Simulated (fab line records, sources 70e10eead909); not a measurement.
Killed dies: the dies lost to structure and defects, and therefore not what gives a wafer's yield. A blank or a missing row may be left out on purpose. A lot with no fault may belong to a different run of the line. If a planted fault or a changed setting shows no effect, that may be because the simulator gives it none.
What tool caused it? / flow nand_harc / 36 wafers sampled from 12 lots at 1 step of a route of 1159

WHAT THE GAUGES READ, wafer by wafer
NHARC_P_M0_CD_MEAS_16.
lot=L075; measured=day 6 06:53; on=cd_sem-02; cd_nm (nm)=90.1 90.0 90.8
lot=L077; measured=day 6 11:04; on=cd_sem-01; cd_nm (nm)=90.3 89.8 89.5
lot=L080; measured=day 7 07:07; on=cd_sem-03; cd_nm (nm)=90.0 89.8 90.2
lot=L082; measured=day 7 17:13; on=cd_sem-03; cd_nm (nm)=90.6 90.5 89.3
lot=L083; measured=day 8 08:11; on=cd_sem-03; cd_nm (nm)=89.1 90.1 89.7
lot=L088; measured=day 9 05:15; on=cd_sem-01; cd_nm (nm)=90.8 91.1 91.7
lot=L086; measured=day 9 06:34; on=cd_sem-02; cd_nm (nm)=90.1 89.8 90.0
lot=L089; measured=day 9 22:31; on=cd_sem-01; cd_nm (nm)=88.6 88.8 89.8
lot=L090; measured=day 9 23:48; on=cd_sem-02; cd_nm (nm)=90.1 89.7 89.3
lot=L092; measured=day 10 12:46; on=cd_sem-01; cd_nm (nm)=88.7 90.0 89.7
lot=L095; measured=day 11 12:26; on=cd_sem-02; cd_nm (nm)=90.4 89.5 89.6
lot=L097; measured=day 11 20:22; on=cd_sem-02; cd_nm (nm)=89.6 90.1 89.0

EACH LOT AND THE TOOL THAT RAN IT (in order: tool; ch and the chambers of the sampled wafers; start)
There is no process step in the record ahead of these readings.

THE ANSWER, worked out from the rows above alone
Rule: usual is defined by the lots themselves. The widest of any qualifying gaps counts: lots, ordered by their means at a reading, are off when they make up no more than a third of the lots, leave a main group of 4 or more, and stand apart from it by 3 or more times the standard deviation of that group's means. Not used: any main group whose means are identical at the precision the tables above print for the reading. Also off: a lot with no number at a reading for which 4 or more lots have one. The other lots that the step has rows for count as sound.
No lot is off at any reading shown: from this, nothing can be told.

WHAT THE SIMULATOR HAD PUT IN
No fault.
